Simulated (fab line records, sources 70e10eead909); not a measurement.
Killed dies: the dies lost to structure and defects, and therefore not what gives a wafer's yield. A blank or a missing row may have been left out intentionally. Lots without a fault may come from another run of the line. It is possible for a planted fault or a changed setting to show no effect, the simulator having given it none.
fab line records	flow nand_harc	part 1 of 2: steps 1 to 23 of 33
record lots=5	wafers=15	last_day=32
route steps=1302 shown P_GATE@216 P_CONTACT@217
lots that met no fault: from a run of the same line without faults
start_h: hours from the record's opening day to when the first of the lot's shown wafers began	wait_h: hours since the lot's step before	" the same as in the row above	L1.1+2: several wafers, shown together as one row	- no value present, or no start provided	* or withheld: withheld	< > ~ a bound
route shown NAME@n: a module of which the file shows steps, and the number in the route of the first	usual: average and standard deviation across the fault-free wafers	same: alike in all rows	chamber/n: place in a boat	sites: readings site by site	_std_site: the standard deviation of these	_edge_site: outer sites' mean less inner sites'	radius_mm: for every site, how far away it sits from the centre of the wafer	mask NAME#n: copy n	behind: the last tool/chamber to shape the wafer	hold: cause of the lot's hold/its duration in hours/its outcome	device: whichever transistor did not switch (one of n, p or np)	end of line: the tests these same wafers got at the end of their route	a step without rows: its recipe alone	killed: count of dies lost to structure and defects at first sort (not the wafer's yield)	map: dies across one wafer; x = killed, . = not, _ = none there
set.NAME: the setting as run; set.NAME@STEP: as run at that earlier step	model.NAME: the simulator's own value behind a step, which no gauge read
a table for each step, a row for each wafer; lots at some steps of the route
services: the hour from which a tool's chamber was out of use, counted from the record's first day as start_h (under 0 if before that day), plus the number of hours and why
## steps
# step NHARC_P_GATE_INSPECT_68
# usual raw_defect_count=188/70
lot.wafer	tool	chamber	start_h	wait_h	raw_defect_count
L079.3	defect_inspect-01	-	163.97	0.1	178
L079.5	"	-	"	"	225
L079.6	"	-	"	"	162
L083.1	defect_inspect-01	-	201.99	0.2	273
L083.4	"	-	"	"	270
L083.5	"	-	"	"	299
L087.1	defect_inspect-01	-	240.74	0.3	185
L087.5	"	-	"	"	214
L087.6	"	-	"	"	207
L089.1	defect_inspect-02	-	262.97	0.2	141
L089.3	"	-	"	"	102
L089.6	"	-	"	"	154
L096.2	defect_inspect-02	-	333.61	0.1	119
L096.4	"	-	"	"	145
L096.5	"	-	"	"	157
# step NHARC_P_CONTACT_DEP_30
# recipe target_thk_a=300	temp_c=400	target_thk_nm=30	flow_sccm=200	rf_w=450	material=SiNx
# usual heater_power_w=696/66
lot.wafer	tool	chamber	start_h	wait_h	heater_power_w
L079.3	pecvd-03	1	164.11	0.1	835
L079.6	"	2	"	"	658
L079.5	"	1	"	"	827
L083.1	pecvd-04	2	202.14	0.1	745
L083.4	"	0	"	"	641
L083.5	"	1	"	"	672
L087.1	pecvd-03	2	240.88	0.1	810
L087.5	"	1	"	"	706
L087.6	"	2	"	"	802
L089.3	pecvd-03	0	263.07	0.1	695
L089.1	"	1	"	"	731
L089.6	"	0	"	"	665
L096.2	pecvd-04	2	333.76	0.1	629
L096.5	"	0	"	"	738
L096.4	"	2	"	"	630
# step NHARC_P_CONTACT_DEP_00
# recipe target_thk_a=5000	temp_c=400	pressure_torr=6.5	rf_w=900	teos_flow_sccm=161.4	flow_sccm=2650	target_thk_nm=500	gas=O2	material=SiO2
# usual heater_power_w=526/72	throttle_valve_pct=16.0/0.55
lot.wafer	tool	chamber	start_h	wait_h	heater_power_w	throttle_valve_pct
L079.3	pecvd-03	1	-	-	672	15.7
L079.6	"	2	"	"	613	15.3
L079.5	"	1	"	"	680	15.7
L083.1	pecvd-04	2	-	-	529	17.0
L083.4	"	0	"	"	516	15.7
L083.5	"	1	"	"	447	15.9
L087.1	pecvd-03	2	-	-	489	15.4
L087.5	"	1	"	"	472	15.4
L087.6	"	2	"	"	531	15.5
L089.3	pecvd-03	0	-	-	511	16.1
L089.1	"	1	"	"	518	15.2
L089.6	"	0	"	"	528	16.2
L096.2	pecvd-04	2	-	-	612	16.8
L096.5	"	0	"	"	461	16.2
L096.4	"	2	"	"	608	16.7
# step NHARC_P_CONTACT_CMP_01
# recipe target_thk_nm=200	material=SiO2
# usual motor_current_A=12.3/1.4
lot.wafer	tool	chamber	start_h	wait_h	motor_current_A
L079.3	cmp-01	3	164.82	-	11.8
L079.5	"	0	"	"	12.3
L079.6	"	1	"	"	14.6
L083.1	cmp-03	1	202.77	-	12.6
L083.4	"	3	"	"	13.9
L083.5	"	1	"	"	13.2
L087.1	cmp-01	0	241.51	-	12.1
L087.5	"	0	"	"	12.3
L087.6	"	1	"	"	15.2
L089.1	cmp-01	0	263.80	-	11.9
L089.3	"	1	"	"	15.0
L089.6	"	2	"	"	10.4
L096.2	cmp-03	2	334.45	-	10.9
L096.4	"	3	"	"	13.9
L096.5	"	0	"	"	10.8
# step NHARC_P_CONTACT_SRD_03
lot.wafer	tool	chamber	start_h	wait_h
L079.3+5+6	wet_bench-04	1,2,3	165.04	0.0
L083.5+4+1	wet_bench-05	7,1,2	203.07	0.0
L087.1+5+6	wet_bench-01	5,7,0	241.81	0.0
L089.6+3+1	wet_bench-01	4,6,0	264.04	0.0
L096.4+5+2	wet_bench-04	6,0,3	334.69	0.0
# step NHARC_P_CONTACT_DEHYDRATE_04
# recipe temp_c=150	time_s=120
# usual resist_line_temp_C=23.02/0.11
lot.wafer	tool	chamber	start_h	wait_h	resist_line_temp_C
L079.3	litho_track-06	0	165.13	0.1	23.04
L079.5	"	0	"	"	23.07
L079.6	"	0	"	"	23.12
L083.1	litho_track-01	0	203.15	0.1	22.86
L083.4	"	0	"	"	23.11
L083.5	"	0	"	"	22.92
L087.1	litho_track-01	0	241.89	0.1	22.88
L087.5	"	0	"	"	23.07
L087.6	"	0	"	"	22.94
L089.1	litho_track-01	0	264.12	0.1	23.11
L089.3	"	0	"	"	23.04
L089.6	"	0	"	"	23.12
L096.2	litho_track-06	0	334.78	0.1	23.04
L096.4	"	0	"	"	23.15
L096.5	"	0	"	"	23.09
# step NHARC_P_CONTACT_HMDS_05
# recipe time_s=30
# usual resist_line_temp_C=23.03/0.1
lot.wafer	tool	chamber	start_h	wait_h	resist_line_temp_C
L079.3	litho_track-06	0	-	-	22.95
L079.5	"	0	"	"	22.88
L079.6	"	0	"	"	22.78
L083.1	litho_track-01	0	-	-	22.99
L083.4	"	0	"	"	22.78
L083.5	"	0	"	"	22.84
L087.1	litho_track-01	0	-	-	23.14
L087.5	"	0	"	"	23.18
L087.6	"	0	"	"	22.92
L089.1	litho_track-01	0	-	-	23.04
L089.3	"	0	"	"	23.07
L089.6	"	0	"	"	23.12
L096.2	litho_track-06	0	-	-	23.01
L096.4	"	0	"	"	23.09
L096.5	"	0	"	"	23.10
# step NHARC_P_CONTACT_COAT_33
# recipe temp_c=260	time_s=75
# usual resist_line_temp_C=23.00/0.11
lot.wafer	tool	chamber	start_h	wait_h	resist_line_temp_C
L079.3	litho_track-06	0	-	-	23.05
L079.5	"	0	"	"	23.19
L079.6	"	0	"	"	23.06
L083.1	litho_track-01	0	-	-	22.69
L083.4	"	0	"	"	22.84
L083.5	"	0	"	"	22.93
L087.1	litho_track-01	0	-	-	23.03
L087.5	"	0	"	"	23.02
L087.6	"	0	"	"	23.10
L089.1	litho_track-01	0	-	-	23.16
L089.3	"	0	"	"	23.06
L089.6	"	0	"	"	22.94
L096.2	litho_track-06	0	-	-	23.03
L096.4	"	0	"	"	23.03
L096.5	"	0	"	"	23.03
# step NHARC_P_CONTACT_COAT_34
# recipe temp_c=225	time_s=65
# usual resist_line_temp_C=23.00/0.11
lot.wafer	tool	chamber	start_h	wait_h	resist_line_temp_C
L079.3	litho_track-06	0	-	-	23.07
L079.5	"	0	"	"	23.02
L079.6	"	0	"	"	22.87
L083.1	litho_track-01	0	-	-	23.05
L083.4	"	0	"	"	22.89
L083.5	"	0	"	"	23.10
L087.1	litho_track-01	0	-	-	22.91
L087.5	"	0	"	"	23.08
L087.6	"	0	"	"	23.07
L089.1	litho_track-01	0	-	-	23.10
L089.3	"	0	"	"	23.01
L089.6	"	0	"	"	22.98
L096.2	litho_track-06	0	-	-	23.02
L096.4	"	0	"	"	22.99
L096.5	"	0	"	"	22.98
# step NHARC_P_CONTACT_COAT_06
# recipe spin_rpm=1500	resist_thk_nm=90
# usual resist_line_temp_C=22.99/0.11
lot.wafer	tool	chamber	start_h	wait_h	resist_line_temp_C
L079.3	litho_track-06	0	-	-	22.86
L079.5	"	0	"	"	22.93
L079.6	"	0	"	"	22.89
L083.1	litho_track-01	0	-	-	22.91
L083.4	"	0	"	"	22.89
L083.5	"	0	"	"	22.90
L087.1	litho_track-01	0	-	-	23.08
L087.5	"	0	"	"	23.19
L087.6	"	0	"	"	23.30
L089.1	litho_track-01	0	-	-	22.91
L089.3	"	0	"	"	22.79
L089.6	"	0	"	"	22.88
L096.2	litho_track-06	0	-	-	22.99
L096.4	"	0	"	"	23.06
L096.5	"	0	"	"	22.82
# step NHARC_P_CONTACT_SOFTBAKE_07
# recipe temp_c=105	time_s=55
# usual resist_line_temp_C=22.99/0.099
lot.wafer	tool	chamber	start_h	wait_h	resist_line_temp_C
L079.3	litho_track-06	0	-	-	22.94
L079.5	"	0	"	"	22.94
L079.6	"	0	"	"	22.88
L083.1	litho_track-01	0	-	-	23.02
L083.4	"	0	"	"	23.15
L083.5	"	0	"	"	23.13
L087.1	litho_track-01	0	-	-	22.96
L087.5	"	0	"	"	23.13
L087.6	"	0	"	"	23.04
L089.1	litho_track-01	0	-	-	23.00
L089.3	"	0	"	"	22.86
L089.6	"	0	"	"	23.01
L096.2	litho_track-06	0	-	-	22.84
L096.4	"	0	"	"	22.96
L096.5	"	0	"	"	22.84
# step NHARC_P_CONTACT_EBR_08
# usual resist_line_temp_C=23.00/0.12
lot.wafer	tool	chamber	start_h	wait_h	resist_line_temp_C
L079.3	litho_track-06	0	-	-	23.13
L079.5	"	0	"	"	23.11
L079.6	"	0	"	"	23.12
L083.1	litho_track-01	0	-	-	23.15
L083.4	"	0	"	"	23.17
L083.5	"	0	"	"	23.16
L087.1	litho_track-01	0	-	-	22.86
L087.5	"	0	"	"	22.99
L087.6	"	0	"	"	23.09
L089.1	litho_track-01	0	-	-	22.93
L089.3	"	0	"	"	22.87
L089.6	"	0	"	"	23.08
L096.2	litho_track-06	0	-	-	23.12
L096.4	"	0	"	"	22.99
L096.5	"	0	"	"	23.01
# step NHARC_P_CONTACT_EXPOSE_09
# recipe na=1.35	target_cd_nm=90	dose_mj=81.26	mask_id=P_CA
lot.wafer	tool	chamber	start_h	wait_h	mask
L079.3+5+6	arfi_scanner-03	0	165.45	-	P_CA#0
L083.1+4+5	arfi_scanner-03	0	203.47	-	P_CA#0
L087.1+5+6	arfi_scanner-02	0	242.07	-	P_CA#0
L089.1+3+6	arfi_scanner-02	0	264.31	-	P_CA#0
L096.2+4+5	arfi_scanner-02	0	335.09	-	P_CA#0
# step NHARC_P_CONTACT_PEB_10
# recipe peb_temp_c=100	peb_time_s=65
# usual resist_line_temp_C=22.98/0.1
lot.wafer	tool	chamber	start_h	wait_h	resist_line_temp_C
L079.3	litho_track-01	0	165.50	0.0	23.11
L079.5	"	0	"	"	23.00
L079.6	"	0	"	"	22.90
L083.1	litho_track-01	0	203.52	0.1	22.90
L083.4	"	0	"	"	22.93
L083.5	"	0	"	"	22.77
L087.1	litho_track-04	0	242.14	0.1	22.94
L087.5	"	0	"	"	23.05
L087.6	"	0	"	"	23.03
L089.1	litho_track-04	0	264.37	0.1	22.96
L089.3	"	0	"	"	23.08
L089.6	"	0	"	"	23.04
L096.2	litho_track-06	0	335.15	0.1	23.05
L096.4	"	0	"	"	22.91
L096.5	"	0	"	"	22.99
# step NHARC_P_CONTACT_DEVELOP_11
# recipe develop_time_s=35	dev_temp_c=23
# usual resist_line_temp_C=23.01/0.12
lot.wafer	tool	chamber	start_h	wait_h	resist_line_temp_C
L079.3	litho_track-01	0	-	-	22.90
L079.5	"	0	"	"	22.91
L079.6	"	0	"	"	23.03
L083.1	litho_track-01	0	-	-	23.14
L083.4	"	0	"	"	23.14
L083.5	"	0	"	"	23.01
L087.1	litho_track-04	0	-	-	22.96
L087.5	"	0	"	"	22.99
L087.6	"	0	"	"	22.99
L089.1	litho_track-04	0	-	-	22.68
L089.3	"	0	"	"	22.92
L089.6	"	0	"	"	22.91
L096.2	litho_track-06	0	-	-	22.87
L096.4	"	0	"	"	23.05
L096.5	"	0	"	"	22.97
# step NHARC_P_CONTACT_CD_MEAS_12
# recipe target_cd_nm=90	landing_energy_ev=500
# usual cd_nm=90.0/0.55
lot.wafer	tool	chamber	start_h	wait_h	cd_nm
L079.3	cd_sem-02	0	165.58	-	90.0
L079.5	"	0	"	"	90.6
L079.6	"	0	"	"	90.1
L083.1	cd_sem-03	0	203.60	-	89.4
L083.4	"	0	"	"	89.4
L083.5	"	0	"	"	90.2
L087.1	cd_sem-03	0	242.22	-	89.7
L087.5	"	0	"	"	90.4
L087.6	"	0	"	"	89.4
L089.1	cd_sem-03	0	264.45	-	88.7
L089.3	"	0	"	"	89.5
L089.6	"	0	"	"	90.0
L096.2	cd_sem-03	0	335.23	-	90.1
L096.4	"	0	"	"	90.3
L096.5	"	0	"	"	90.6
# step NHARC_P_CONTACT_OVL_MEAS_13
# usual overlay_x_nm=-0.2/0.66	overlay_y_nm=0.2/1
lot.wafer	tool	chamber	start_h	wait_h	overlay_x_nm	overlay_y_nm
L079.3	overlay-01	-	165.67	-	0.6	2.8
L079.5	"	-	"	"	0.8	2.7
L079.6	"	-	"	"	0.5	2.9
L083.1	overlay-01	-	203.69	-	0.6	1.6
L083.4	"	-	"	"	0.7	1.3
L083.5	"	-	"	"	0.6	0.7
L087.1	overlay-02	-	242.30	-	0.1	-0.1
L087.5	"	-	"	"	0.1	0.0
L087.6	"	-	"	"	0.0	-0.1
L089.1	overlay-01	-	264.54	-	-1.0	0.5
L089.3	"	-	"	"	-1.3	1.1
L089.6	"	-	"	"	-1.7	1.1
L096.2	overlay-02	-	335.32	-	-0.6	-0.8
L096.4	"	-	"	"	-1.2	-0.6
L096.5	"	-	"	"	-0.8	-0.6
# step NHARC_P_CONTACT_INSPECT_14
# usual raw_defect_count=3.8/1.9
lot.wafer	tool	chamber	start_h	wait_h	raw_defect_count
L079.3	defect_inspect-02	-	165.70	0.0	4
L079.5	"	-	"	"	6
L079.6	"	-	"	"	7
L083.1	defect_inspect-01	-	203.73	0.0	5
L083.4	"	-	"	"	3
L083.5	"	-	"	"	6
L087.1	defect_inspect-02	-	242.34	0.0	7
L087.5	"	-	"	"	10
L087.6	"	-	"	"	8
L089.1	defect_inspect-01	-	264.57	0.0	7
L089.3	"	-	"	"	5
L089.6	"	-	"	"	4
L096.2	defect_inspect-01	-	335.35	0.0	4
L096.4	"	-	"	"	5
L096.5	"	-	"	"	2
# step NHARC_P_CONTACT_DESCUM_17
# recipe time_s=3	o2_flow_sccm=200	ar_flow_sccm=0	bias_power_w=0	chemistry=O2
# usual drypump_motor_current_A=5.8/0.4	oes_product_au=0.998/0.0085	rf_vpp_V=57.8/0.9	showerhead_plenum_p_Torr=1.92/0.071	throttle_valve_pct=11.311/0.0097
lot.wafer	tool	chamber	start_h	wait_h	drypump_motor_current_A	oes_product_au	rf_hours_counter_h	rf_vpp_V	showerhead_plenum_p_Torr	throttle_valve_pct
L079.3	rie_diel-11	1	165.77	0.1	6.3	0.991	1.9	57.7	1.99	11.311
L079.5	"	0	"	"	5.5	0.998	-	58.1	1.90	11.314
L079.6	"	1	"	"	6.3	0.998	-	57.9	1.99	11.329
L083.1	rie_diel-08	0	203.81	0.1	5.8	1.015	0.0	57.8	2.00	11.316
L083.5	"	3	"	"	5.0	0.995	-	57.3	1.83	11.315
L083.4	"	0	"	"	5.8	1.008	-	58.3	2.00	11.296
L087.1	rie_diel-09	1	242.41	0.1	6.2	0.989	2.7	57.1	1.85	11.301
L087.6	"	0	"	"	5.7	0.989	-	57.6	1.94	11.323
L087.5	"	1	"	"	6.3	0.999	-	57.1	1.85	11.322
L089.3	rie_diel-11	2	264.63	0.1	5.1	1.000	0	57.8	2.05	11.318
L089.1	"	0	"	"	5.5	0.987	0	57.6	1.90	11.304
L089.6	"	3	"	"	5.8	0.999	-	58.8	1.86	11.313
L096.2	rie_diel-11	3	335.42	0.1	5.8	1.000	2.1	58.0	1.86	11.295
L096.4	"	1	"	"	6.3	1.005	2.6	57.9	1.99	11.320
L096.5	"	2	"	"	5.1	1.000	-	57.2	2.05	11.309
# step NHARC_P_CONTACT_ETCH_35
# recipe target_depth_a=390	over_etch_frac=0.3	time_s=65	ion_energy_ev=80	cf4_flow_sccm=150	ar_flow_sccm=0	rf_w=300	bias_w=100	chemistry=CF4
# usual bias_w=99.99/0.27	drypump_motor_current_A=5.8/0.41	oes_product_au=0.999/0.0086	rf_vpp_V=151.3/1.1	showerhead_plenum_p_Torr=1.77/0.062	throttle_valve_pct=13.283/0.0093
lot.wafer	tool	chamber	start_h	wait_h	bias_w	drypump_motor_current_A	oes_product_au	rf_hours_counter_h	rf_vpp_V	showerhead_plenum_p_Torr	throttle_valve_pct
L079.3	rie_diel-11	2	165.85	0.1	99.81	5.1	1.014	1.9	154.0	1.89	13.273
L079.6	"	1	"	"	100.21	6.3	1.000	-	153.0	1.84	13.275
L079.5	"	2	"	"	99.89	5.1	1.015	-	153.0	1.89	13.282
L083.1	rie_diel-08	3	203.89	0.1	99.73	5.0	0.997	0.0	149.7	1.70	13.278
L083.5	"	3	"	"	99.81	5.0	0.995	-	150.8	1.70	13.285
L083.4	"	0	"	"	99.48	5.8	0.999	-	151.4	1.84	13.286
L087.1	rie_diel-09	3	242.51	0.1	100.54	6.2	0.988	1.7	150.9	1.73	13.283
L087.5	"	0	"	"	100.17	5.8	0.988	-	151.1	1.79	13.280
L087.6	"	1	"	"	100.05	6.3	0.996	-	150.3	1.72	13.280
L089.1	rie_diel-11	2	264.73	0.1	99.61	5.1	0.986	0.0	153.5	1.89	13.305
L089.3	"	3	"	"	99.89	5.8	0.989	0.0	150.6	1.73	13.289
L089.6	"	1	"	"	99.86	6.3	0.996	-	151.8	1.83	13.268
L096.2	rie_diel-11	2	335.50	0.1	99.90	5.1	0.998	2.5	154.1	1.88	13.287
L096.4	"	3	"	"	100.11	5.8	1.006	2.2	151.5	1.73	13.289
L096.5	"	2	"	"	99.93	5.1	0.997	-	152.0	1.88	13.282
# step NHARC_P_CONTACT_ETCH_36
# recipe target_depth_a=2600	over_etch_frac=0.25	time_s=406.25	ion_energy_ev=200	n2_flow_sccm=150	h2_flow_sccm=150	ar_flow_sccm=0	rf_w=400	bias_w=150	chemistry=N2/H2
# usual bias_w=150.0/0.43	drypump_motor_current_A=5.8/0.4	oes_product_au=0.999/0.0089	rf_vpp_V=430.6/2.2	showerhead_plenum_p_Torr=2.04/0.077	throttle_valve_pct=14.172/0.0093
lot.wafer	tool	chamber	start_h	wait_h	bias_w	drypump_motor_current_A	oes_product_au	rf_hours_counter_h	rf_vpp_V	showerhead_plenum_p_Torr	throttle_valve_pct
L079.3	rie_diel-11	1	-	-	149.6	6.3	1.001	2.0	432.4	2.12	14.186
L079.5	"	3	"	"	150.3	5.8	1.000	-	429.1	1.99	14.162
L079.6	"	0	"	"	150.2	5.5	0.991	-	430.3	2.02	14.171
L083.1	rie_diel-08	3	-	-	150.1	5.0	0.992	0.1	427.3	1.95	14.158
L083.5	"	2	"	"	150.2	6.2	1.009	-	434.6	2.17	14.177
L083.4	"	0	"	"	150.1	5.7	1.013	-	433.3	2.13	14.189
L087.1	rie_diel-09	3	-	-	149.9	6.2	0.986	1.8	429.9	2.00	14.191
L087.5	"	0	"	"	149.4	5.7	0.998	-	430.4	2.06	14.164
L087.6	"	1	"	"	150.3	6.3	0.990	-	427.2	1.97	14.164
L089.3	rie_diel-11	1	-	-	149.9	6.3	1.002	0.1	432.5	2.12	14.151
L089.1	"	2	"	"	150.8	5.1	1.006	0.1	435.8	2.19	14.170
L089.6	"	0	"	"	150.1	5.6	0.998	-	429.9	2.02	14.171
L096.4	rie_diel-11	2	-	-	149.3	5.1	1.012	2.6	434.6	2.19	14.155
L096.2	"	3	"	"	150.2	5.8	0.997	2.2	428.6	1.98	14.168
L096.5	"	0	"	"	149.5	5.5	0.998	-	429.6	2.02	14.171
# step NHARC_P_CONTACT_ETCH_18
# recipe target_depth_a=4810	time_s=240.5	c4f8_flow_sccm=20	o2_flow_sccm=10	ar_flow_sccm=withheld	rf_w=600	bias_w=1500	chemistry=C4F8/O2/Ar
# usual bias_w=1500/4.3	oes_product_au=0.953/0.017	rf_vpp_V=979/4.9
lot.wafer	tool	chamber	start_h	wait_h	bias_w	oes_product_au	rf_hours_counter_h	rf_vpp_V
L079.3	rie_diel-11	1	-	-	1506	0.951	2.0	984
L079.5	"	0	"	"	1503	0.937	-	977
L079.6	"	1	"	"	1498	0.939	-	982
L083.1	rie_diel-08	0	-	-	1497	0.971	0.3	985
L083.4	"	2	"	"	1509	0.962	-	986
L083.5	"	3	"	"	1507	0.960	-	972
L087.1	rie_diel-09	3	-	-	1499	0.972	1.9	976
L087.5	"	0	"	"	1499	0.942	-	980
L087.6	"	1	"	"	1501	0.941	-	975
L089.3	rie_diel-11	3	-	-	1498	0.954	0.2	976
L089.1	"	0	"	"	1499	0.967	0.3	977
L089.6	"	2	"	"	1500	0.969	-	987
L096.4	rie_diel-11	1	-	-	1501	0.982	2.9	984
L096.2	"	2	"	"	1500	0.971	2.7	985
L096.5	"	2	"	"	1502	0.962	-	987
# step NHARC_P_CONTACT_STRIP_37
# recipe c4f8_flow_sccm=withheld	o2_flow_sccm=8	ar_flow_sccm=withheld	bias_w=0	chemistry=C4F8/O2/Ar
lot.wafer	tool	chamber	start_h	wait_h
L079.3+5+6	rie_diel-11	0,2,3	-	-
L083.1+4+5	rie_diel-08	3,0,3	-	-
L087.1+5+6	rie_diel-09	2,1,2	-	-
L089.1+3+6	rie_diel-11	2,0,2	-	-
L096.4+2+5	rie_diel-11	0,1,3	-	-
